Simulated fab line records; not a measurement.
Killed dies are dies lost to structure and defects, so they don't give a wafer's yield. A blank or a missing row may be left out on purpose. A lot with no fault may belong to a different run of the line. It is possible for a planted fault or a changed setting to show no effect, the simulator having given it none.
One fault through the eyes of 2 desks ; flow nand_harc ; what lay behind the numbers comes last; until then each desk has only its own

== METROLOGY DESK ==
What the gauges read for every lot (on any tool): the sampled wafers with a number, averaged. A lot is out of limits, marked OUT, if its mean lies more than 4 standard deviations from the usual mean; the brackets give that distance.
Columns: A = cd_nm at NHARC_A_ZERO_WELL_CD_MEAS_10, usual 2000.2 nm; B = thk_nm at NHARC_A_ONON_D1_THK_MEAS_08, usual 999 nm; C = thk_nm at NHARC_A_ONON_D1_THK_MEAS_30, usual 998 nm
lot;first seen here;A;B;C
L454;day 6 18:22;2001.3;995;985
L455;day 7 06:36;2000.4;1000;986
L456;day 7 16:02;2000.7;1003;999
L457;day 8 05:04;2000.8;988;1008
L458;day 8 08:55;1999.4;979;1009
L459;day 9 00:41;2000.1;1013;1003
L460;day 9 02:02;2002.1;985;991
L461;day 9 17:38;2001.2;994;996
L463;day 10 10:02;2001.0;992;1011
L464;day 10 17:41;2000.9;1004;1007
L466;day 11 19:03;2000.7;1000;996
L472;day 14 04:20;1996.8;1025;1002
L471;day 14 11:47;2001.7;1076 (+7.8) OUT;992
L477;day 16 05:38;1998.8;996;1006
This desk's verdict: out of limits on L471, starting with L471 at day 15 12:59 (thk_nm at NHARC_A_ONON_D1_THK_MEAS_08). L454, L455, L456, L457, L458, L459, L460, L461, L463, L464, L466, L472, L477 stayed within limits.

== THE DEFECT DESK ==
Counts from the inspections along the route, per lot, as means over the sampled wafers that have a number. A lot is out of limits, marked OUT, if its mean lies more than 4 standard deviations from the usual mean; the brackets give that distance.
Columns: A = raw_defect_count at NHARC_P_BONDPAD_INSPECT_23, usual 309
lot;first seen here;A
L454;day 6 17:11;290
L455;day 7 05:25;284
L456;day 7 14:44;256
L457;day 8 03:46;189
L458;day 8 07:44;355
L459;day 8 23:23;454
L460;day 9 00:46;380
L461;day 9 16:27;362
L463;day 10 08:52;252
L464;day 10 16:23;244
L466;day 11 17:45;253
L472;day 14 03:02;309
L471;day 14 10:29;420
L477;day 16 04:27;244
This desk's verdict: no lot among the 14 shows anything out of limits.

== PUT TOGETHER ==
At day 15 12:59 the metrology desk could have sounded an alarm, on L471.
Nothing the defect desk looked at was out of limits.
The defect desk has L471 on record, within its limits.
NHARC_A_ONON_D1_DEP_06 was run on pecvd_onon-04 by each of the lots named.

== WHAT HAD BEEN PUT IN BY THE SIMULATOR ==
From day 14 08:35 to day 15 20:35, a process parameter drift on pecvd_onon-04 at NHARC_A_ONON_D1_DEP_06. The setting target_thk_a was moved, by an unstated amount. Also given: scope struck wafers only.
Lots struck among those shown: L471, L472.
Hours from the fault's start to each desk's first reading out of limits: the metrology desk, 28.
